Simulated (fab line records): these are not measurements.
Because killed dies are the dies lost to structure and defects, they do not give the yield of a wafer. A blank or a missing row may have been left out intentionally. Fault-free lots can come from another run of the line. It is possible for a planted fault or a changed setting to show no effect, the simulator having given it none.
Problem report in the 8D (eight disciplines) form, filled by code || flow n5 finfet || the parts of the form that need people (team, actions taken, sign-off) are left out

== 1. THE PROBLEM ==
run length s at N5_BEOL_M11_VIA_ETCH_34 reads a mean of 98.4 s on 3 wafers of 2 lots; wafers without a fault read 92.7 s with a standard deviation of 0.35. Measured from the usual mean, that is +16 standard deviations.
The step: etches SiCOH lowk in C4F6/O2, target depth 184.5 nm, time 69.2 s.
Earliest sighting: wafer L234.1 on rie diel-03 at day 13 14:59. Wafers with a number at this step in the record: 30, from 10 lots. Rule for "out", or "out of limits": more than 4 standard deviations from the usual mean. The other wafers with a number count as sound.

== 2. WHAT IT IS; WHAT IT IS NOT ==
{"question": "which readings at this step", "is": "run length s", "is not": "drypump motor current A, oes product au, rf vpp V, showerhead plenum p Torr, throttle valve pct"}
{"question": "which lots", "is": "L234, L239", "is not": "L230, L232, L243, L245, L249, L251, L252, L253"}
{"question": "which wafers of those lots", "is": "L234.1, L239.1, L239.6", "is not": "L234.3, L234.5, L239.4"}
{"question": "read on which tools", "is": "rie diel-03", "is not": "rie diel-02, rie diel-05"}
{"question": "when", "is": "from day 13 14:59", "is not": "up to then (8 sound wafers); but 19 sound wafers of L239, L243, L245, L249, L251, L252, L253 came after"}

== 3. WHAT RULES OUT EACH SUSPECT ==
Counting: any tool at a process step up to the reading remains a suspect provided it ran every lot that is out. Sound lots after the first of them don't rule it out here, since some wafers of a struck lot are sound.
- rie diel-03 at N5_BEOL_M11_VIA_ETCH_34 (etches SiCOH lowk in C4F6/O2, target depth 184.5 nm, time 69.2 s): kept. It processed each lot that is out (first: L234, day 13 14:59); up to then, its last sound lot is L230 (day 12 06:17). Out on those wafers are its own readings of run length s.
- Within rie diel-03 at N5_BEOL_M11_VIA_ETCH_34: the wafers that are out ran in chamber 2; their sound lot-mates ran in chambers 1, 3.
The count leaves rie diel-03 at N5_BEOL_M11_VIA_ETCH_34.

== 4. THE CAUSE (what the simulator had put in) ==
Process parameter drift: rie diel-03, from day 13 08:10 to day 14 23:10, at N5_BEOL_M11_VIA_ETCH_34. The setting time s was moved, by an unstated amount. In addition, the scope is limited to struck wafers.
Only this tool survived the counting.

== 5. SEQUENCE OF EFFECTS, ordered by route ==
Rows list readings where the struck wafers' mean (over those with a number) sits beyond 3 standard deviations from the usual. Readings are gone through only where the record gives a usual standard deviation; hours: the median, over the lots, of the time from a lot's start at the first step in this table giving one to that lot's start at this step; sigmas: the change measured in usual standard deviations.
{"hours": 0, "step": "N5_BEOL_M11_VIA_ETCH_34", "reading": "run length s", "usual": "92.7 s", "on struck wafers": 98.4, "change": "+5.7", "sigmas": "+16"}
It contains these process steps:
- N5_BEOL_M11_VIA_ETCH_34: etches SiCOH lowk in C4F6/O2, target depth 184.5 nm, time 69.2 s.
At these later measuring or inspecting steps, every struck wafer for which the step has a row has a number for every such reading, and none has moved that far: N5_BEOL_M11_CD_MEAS_35.

== 6. HOW IT WOULD HAVE BEEN CAUGHT EARLIER ==
First out-of-limits reading in this record: day 13 14:59, which is 7 hours after fault onset at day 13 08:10.
